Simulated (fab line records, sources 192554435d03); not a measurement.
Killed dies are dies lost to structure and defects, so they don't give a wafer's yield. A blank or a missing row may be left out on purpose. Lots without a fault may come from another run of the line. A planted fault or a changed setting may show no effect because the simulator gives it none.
Chamber matching | flow n5_finfet | N5_BEOL_M8_PECVD_70 on pecvd-02: 3 sister chambers
The step deposits SiO2 from TEOS/O2, target thk 20 nm, time 22.7 s. 3 wafers are shown with their chamber, then 9 later ones without.

WAFERS WITH THEIR CHAMBER
wafer  | chamber | throttle_valve_pct (%)
L091.5 | 2       | 21.5
L092.1 | 0       | 22.8
L092.4 | 1       | 22.6

WAFERS WITHOUT THEIR CHAMBER
wafer  | throttle_valve_pct (%)
L093.1 | 22.8
L093.3 | 22.9
L093.4 | 21.0
L095.2 | 22.7
L095.4 | 21.3
L095.5 | 22.6
L094.1 | 22.7
L094.3 | 22.6
L094.6 | 22.7

WHICH CHAMBER EACH WENT THROUGH
wafer  | from the rows above     | in truth
L093.1 | can't be placed: 0 or 1 | 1
L093.3 | can't be placed: 0 or 1 | 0
L093.4 | 2                       | 2
L095.2 | can't be placed: 1 or 0 | 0
L095.4 | 2                       | 2
L095.5 | can't be placed: 1 or 0 | 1
L094.1 | can't be placed: 1 or 0 | 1
L094.3 | can't be placed: 1 or 0 | 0
L094.6 | can't be placed: 1 or 0 | 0
Placed correctly: 2 of 9. Can't be placed from these rows: 7 (the true chamber is among the candidates in 7). Placed wrongly: 0.
How it was worked out, from the rows above alone: a wafer's distance from a chamber is the root of the sum, over the readings, of the square of ((its reading less the chamber's mean) divided by the reading's scatter). The wafer belongs to the nearest chamber; if the next one is less than 2 further off, it can't be placed. A chamber's mean is the mean of its shown wafers. The scatter: with one shown wafer a chamber, the root of the mean of the squares of how far each hidden wafer lies from its nearest shown one.
